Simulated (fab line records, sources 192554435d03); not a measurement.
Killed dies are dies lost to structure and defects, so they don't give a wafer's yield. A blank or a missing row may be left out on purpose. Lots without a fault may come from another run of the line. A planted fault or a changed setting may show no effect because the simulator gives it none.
Chamber matching | flow n5_finfet | N5_MOL_CONTACT_COAG_CMP_23 on cmp-03: 4 sister chambers
The step polishes, stops on SiO2, t overpolish 1.5 s, target thk 0 nm. 14 wafers are shown with their chamber, then 7 later ones without.

WAFERS WITH THEIR CHAMBER
wafer  | chamber | motor_current_A (A) | overpolish_run_s (s) | slurry_filter_dp_kPa (kPa)
L074.2 | 2       | 8.6                 | 1.508                | 13.36
L074.3 | 0       | 10.3                | 1.506                | 13.43
L074.6 | 3       | 6.6                 | 1.490                | 13.51
L077.3 | 2       | 8.2                 | 1.501                | 13.46
L077.5 | 1       | 7.9                 | 1.502                | 13.63
L077.6 | 0       | 11.1                | 1.502                | 13.53
L078.1 | 1       | 8.3                 | 1.497                | 13.37
L078.2 | 0       | 10.4                | 1.492                | 13.61
L078.3 | 3       | 6.7                 | 1.504                | 13.72
L081.2 | 2       | 8.5                 | 1.507                | 13.45
L081.3 | 1       | 7.9                 | 1.500                | 13.25
L081.5 | 2       | 8.0                 | 1.506                | 13.33
L083.2 | 3       | 6.5                 | 1.478                | 13.48
L083.3 | 1       | 8.0                 | 1.492                | 13.37

SIGNATURES (means of the wafers above)
reading              | chamber 0 | chamber 1 | chamber 2 | chamber 3 | scatter within a chamber
motor_current_A      | 10.600    | 8.025     | 8.325     | 6.600     | 0.271
overpolish_run_s     | 1.50000   | 1.49775   | 1.50550   | 1.49067   | 0.00727
slurry_filter_dp_kPa | 13.5233   | 13.4050   | 13.4000   | 13.5700   | 0.118
Rule: a wafer's distance from a chamber is the root of the sum, over the readings, of the square of ((its reading less the chamber's mean) divided by the reading's scatter). The wafer belongs to the nearest chamber; if the next one is less than 2 further off, it can't be placed. The scatter: the root of (the sum of the squares of (reading less its chamber's mean) over the shown wafers, divided by (wafers less chambers)).

WAFERS WITHOUT THEIR CHAMBER
wafer  | motor_current_A (A) | overpolish_run_s (s) | slurry_filter_dp_kPa (kPa)
L083.5 | 6.8                 | 1.507                | 13.52
L091.3 | 10.6                | 1.515                | 13.42
L091.4 | 6.5                 | 1.519                | 13.53
L091.6 | 8.2                 | 1.508                | 13.37
L095.1 | 10.0                | 1.493                | 13.47
L095.4 | 8.5                 | 1.505                | 13.40
L095.5 | 8.6                 | 1.507                | 13.65

WHICH CHAMBER EACH WENT THROUGH
wafer  | from the rows above     | in truth
L083.5 | 3                       | 3
L091.3 | 0                       | 0
L091.4 | 3                       | 3
L091.6 | can't be placed: 2 or 1 | 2
L095.1 | 0                       | 0
L095.4 | can't be placed: 2 or 1 | 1
L095.5 | can't be placed: 2 or 1 | 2
Placed correctly: 4 of 7. Can't be placed from these rows: 3 (the true chamber is among the candidates in 3). Placed wrongly: 0.
